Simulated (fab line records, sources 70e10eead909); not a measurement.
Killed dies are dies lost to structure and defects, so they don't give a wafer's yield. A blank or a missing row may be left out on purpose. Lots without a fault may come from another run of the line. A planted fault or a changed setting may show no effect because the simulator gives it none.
Chamber matching | flow nand_harc | NHARC_A_STAIRCASE_TRIM_196 on rie_diel-11: 4 sister chambers
The step chemistry O2, time 211.2 s. 16 wafers are shown with their chamber, then 8 later ones without.

WAFERS WITH THEIR CHAMBER
wafer  | chamber | drypump_motor_current_A (A) | showerhead_plenum_p_Torr (Torr) | oes_product_au (a.u.)
L075.2 | 1       | 6.3                         | 3.61                            | 1.005
L075.3 | 0       | 5.3                         | 3.75                            | 1.003
L075.5 | 0       | 5.3                         | 3.75                            | 1.008
L077.2 | 1       | 6.4                         | 3.60                            | 1.018
L077.4 | 0       | 5.3                         | 3.75                            | 1.011
L077.6 | 1       | 6.4                         | 3.60                            | 1.011
L078.3 | 0       | 5.3                         | 3.74                            | 0.998
L078.4 | 1       | 6.4                         | 3.60                            | 1.004
L078.5 | 3       | 6.3                         | 3.62                            | 1.011
L083.2 | 3       | 6.3                         | 3.62                            | 1.012
L083.3 | 0       | 5.3                         | 3.74                            | 1.006
L083.4 | 2       | 5.5                         | 3.38                            | 1.007
L086.4 | 0       | 5.3                         | 3.73                            | 0.999
L086.5 | 0       | 5.3                         | 3.73                            | 0.996
L086.6 | 3       | 6.3                         | 3.61                            | 1.009
L088.2 | 1       | 6.4                         | 3.58                            | 1.009

SIGNATURES (means of the wafers above)
reading                  | chamber 0 | chamber 1 | chamber 2 | chamber 3 | scatter within a chamber
drypump_motor_current_A  | 5.300     | 6.380     | 5.500     | 6.300     | 0.0258
showerhead_plenum_p_Torr | 3.7414    | 3.5980    | 3.3800    | 3.6167    | 0.00928
oes_product_au           | 1.00300   | 1.00940   | 1.00700   | 1.01067   | 0.00515
Rule: a wafer's distance from a chamber is the root of the sum, over the readings, of the square of ((its reading less the chamber's mean) divided by the reading's scatter). The wafer belongs to the nearest chamber; if the next one is less than 2 further off, it can't be placed. The scatter: the root of (the sum of the squares of (reading less its chamber's mean) over the shown wafers, divided by (wafers less chambers)).

WAFERS WITHOUT THEIR CHAMBER
wafer  | drypump_motor_current_A (A) | showerhead_plenum_p_Torr (Torr) | oes_product_au (a.u.)
L088.3 | 6.3                         | 3.61                            | 0.997
L088.6 | 5.3                         | 3.73                            | 1.007
L091.3 | 5.3                         | 3.72                            | 1.007
L091.4 | 6.3                         | 3.60                            | 0.999
L091.5 | 5.6                         | 3.37                            | 1.003
L094.1 | 5.5                         | 3.37                            | 1.000
L094.3 | 6.3                         | 3.60                            | 1.002
L094.6 | 6.4                         | 3.57                            | 1.016

WHICH CHAMBER EACH WENT THROUGH
wafer  | from the rows above     | in truth
L088.3 | can't be placed: 3 or 1 | 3
L088.6 | 0                       | 0
L091.3 | 0                       | 0
L091.4 | can't be placed: 3 or 1 | 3
L091.5 | 2                       | 2
L094.1 | 2                       | 2
L094.3 | can't be placed: 3 or 1 | 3
L094.6 | 1                       | 1
Placed correctly: 5 of 8. Can't be placed from these rows: 3 (the true chamber is among the candidates in 3). Placed wrongly: 0.
